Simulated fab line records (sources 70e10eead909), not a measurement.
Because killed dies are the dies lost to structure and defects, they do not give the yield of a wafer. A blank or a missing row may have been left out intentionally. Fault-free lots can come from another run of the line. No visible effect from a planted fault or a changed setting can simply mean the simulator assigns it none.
Struck lot and sound lot, side by side :: flow nand harc :: 19 out of 1302 route steps
Sound: wafers L706.1, L706.2, L706.6. The struck wafers were L724.2, L724.3, L724.6. Last of all comes the cause.
Per side, at each step with rows, come the tool, then ch with its chambers, and then its first start. Under that, the readings that differ: sound wafers :: struck wafers :: difference of the means :: sigmas: that difference in standard deviations of wafers without a fault.
alike: same words and numbers on both sides, and readings whose means sit less than 2 such deviations apart. not compared: any withheld reading, any reading some wafer has no value for, any bound like >300 that may hide the same value, and any number with overlapping values for which the record gives no deviation.
A row with sigmas, a row that says differs or no value, or rows on one side alone: a step with any of these is where the two part. When numbers do not overlap yet have no deviation, they are printed without sigmas and do not part them. A reading that every wafer of one side lacks parts them only if that side has two wafers or more.

NHARC_P_GATE_ALD_36: deposits SiNx, target thk 20 nm, pulse time 60 s, ald cycles 223.
  sound on ald sin-03 ch 0,1, day 5 12:27; struck on ald sin-03 ch 1,2, day 13 00:52
  alike: heater power w, precursor pulse height rel
NHARC_P_GATE_ETCHBACK_37: etches the open film in CHF3/O2, target depth 34.5 nm, time 17.2 s.
  sound: rie diel-03 ch 0,1,2; struck: rie diel-12 ch 0,1,2
reading: oes product au (a.u.)
sound: 0.99 1.00 0.99
struck: 0.93 0.92 0.93
difference: -0.07
sigmas: -2
  alike: bias w, drypump motor current A, rf vpp V, showerhead plenum p Torr, throttle valve pct
  not compared: rf hours counter h
NHARC_P_GATE_STRIP_101: strips in O2, time 20 s.
  sound on rie diel-03 ch 0,2, day 5 22:09; struck on rie diel-12 ch 0,1, day 13 10:28
  alike: drypump motor current A, oes product au, rf vpp V, showerhead plenum p Torr, throttle valve pct
  not compared: rf hours counter h
then, 9 steps without rows for these wafers: NHARC_P_GATE_PRECLEAN_97 (cleans in SPM, time 600 s); NHARC_P_GATE_SRD_98; NHARC_P_GATE_PRECLEAN_99 (cleans in SC1); NHARC_P_GATE_SRD_100; NHARC_P_GATE_DEHYDRATE_38 (time 120 s); NHARC_P_GATE_HMDS_39 (time 30 s); NHARC_P_GATE_COAT_40; NHARC_P_GATE_SOFTBAKE_41 (time 95 s); NHARC_P_GATE_EBR_42.
NHARC_P_GATE_EXPOSE_43: exposes mask P NSD, target cd 720 nm.
  sound on krf scanner-03 ch 0, day 5 22:55; struck on krf scanner-03 ch 0, day 13 11:14
reading: exposure dose mJ cm2
sound: 14.792 14.817 14.802
struck: 12.505 12.480 12.489
difference: -2.312
sigmas: -99 or more
  alike: mask
then, 2 steps without rows for these wafers: NHARC_P_GATE_PEB_44 (peb time 85 s); NHARC_P_GATE_DEVELOP_45 (time 70 s).
NHARC_P_GATE_CD_MEAS_46: the cd target is 720 nm.
  sound on cd sem-01 ch 0, day 5 23:04; struck on cd sem-03 ch 0, day 13 11:23
reading: cd nm (nm)
sound: 720.5 720.5 719.8
struck: 688.9 689.5 688.8
difference: -31.2
sigmas: -28
then, 1 step without rows for these wafers: NHARC_P_GATE_HARDBAKE_47 (time 80 s).
NHARC_P_GATE_DESCUM_48: chemistry O2, time 3 s.
  sound on rie diel-12 ch 0,3, day 5 23:14; struck on rie diel-03 ch 0,1,3, day 13 11:34
reading: drypump motor current A (A)
sound: 4.8 5.9 4.7
struck: 6.0 6.0 6.7
difference: +1.1
sigmas: +2

reading: model.P_GATE.cd nm (nm)
sound: 720.7 720.7 719.8
struck: 689 689.7 689.3
difference: -31
sigmas: 
  alike: oes product au, rf vpp V, showerhead plenum p Torr, throttle valve pct
  not compared: rf hours counter h
following that, these wafers have no rows for 1 step: NHARC_P_GATE_IMPLANT_49.

== WHERE THEY PART ==
Earliest at NHARC_P_GATE_ETCHBACK_37; latest, in this record, at NHARC_P_GATE_DESCUM_48.

WHY: what had been put in by the simulator
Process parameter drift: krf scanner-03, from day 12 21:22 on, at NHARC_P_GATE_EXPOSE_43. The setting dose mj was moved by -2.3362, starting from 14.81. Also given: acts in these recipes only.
